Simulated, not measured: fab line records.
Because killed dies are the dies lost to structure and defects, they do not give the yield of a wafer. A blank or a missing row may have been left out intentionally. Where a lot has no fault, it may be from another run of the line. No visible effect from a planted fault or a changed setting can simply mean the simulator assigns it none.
One fault through the eyes of 2 desks ; flow n5Finfet ; every desk sees just its own numbers, and what lay behind them comes last

## DESK OF THE TOOL OWNER: lithoTrack-01
The tool's own readings at N5_BEOL_M9_COAT_63 (time 60 s, resist thk 60 nm): means of the sampled wafers that have a number, for each lot that ran on this tool. A lot is out of limits, marked OUT, if its mean lies more than 4 standard deviations from the usual mean; the brackets give that distance.
Columns: A = spinSpeedRpm at N5_BEOL_M9_COAT_63, usual 1499.7 rpm
lot;first seen here;A
L759;day 9 23:08;1498.5
L764;day 11 09:29;1307.4 (-99 or more) OUT
L763;day 11 10:52;1307.7 (-99 or more) OUT
L778;day 15 00:07;1499.8
L779;day 15 21:03;1500.1
This desk's verdict: out of limits on L763, L764, starting with L764 at day 11 09:29 (spinSpeedRpm at N5_BEOL_M9_COAT_63). L759, L778, L779: within limits.

## AT THE METROLOGY DESK
What the gauges read, lot by lot, whatever tool the lot ran on: means of the sampled wafers that have a number. A lot is out of limits, marked OUT, if its mean lies more than 4 standard deviations from the usual mean; the brackets give that distance.
Columns: A = cdNm at N5_BEOL_M9_CD_MEAS_11, usual 64.1 nm; B = cdNm at N5_BEOL_M9_CD_MEAS_28, usual 70.0 nm
lot;first seen here;A;B
L757;day 9 15:24;64.8;69.9
L759;day 9 19:32;65.0;69.8
L764;day 11 08:29;63.9;70.2
L763;day 11 09:56;64.4;70.1
L769;day 12 17:39;64.3;70.5
L771;day 13 03:45;64.2;70.0
L772;day 13 22:09;63.4;69.9
L775;day 14 09:38;64.3;69.4
L778;day 14 21:42;63.6;70.1
L776;day 14 21:44;64.3;70.3
L774;day 15 00:14;63.8;70.2
L780;day 15 17:48;63.2;69.5
L779;day 15 18:01;64.2;70.1
Result from this desk: across the 13 lots, nothing is out of limits.

## ALL TOGETHER
The tool owner's desk had the chance to raise an alarm at day 11 09:29 on L763, L764.
At the metrology desk, nothing out of limits was observed.
The metrology desk holds a record of L763, L764, inside its limits.
On lithoTrack-01, each named lot ran N5_BEOL_M9_COAT_63.

## WHAT WAS PUT IN BY THE SIMULATOR
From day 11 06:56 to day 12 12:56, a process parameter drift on lithoTrack-01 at N5_BEOL_M9_COAT_63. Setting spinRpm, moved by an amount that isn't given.
Shown lots that were struck: L763, L764.
Hours from the fault's start to each desk's first reading out of limits: the tool owner's desk, 3.
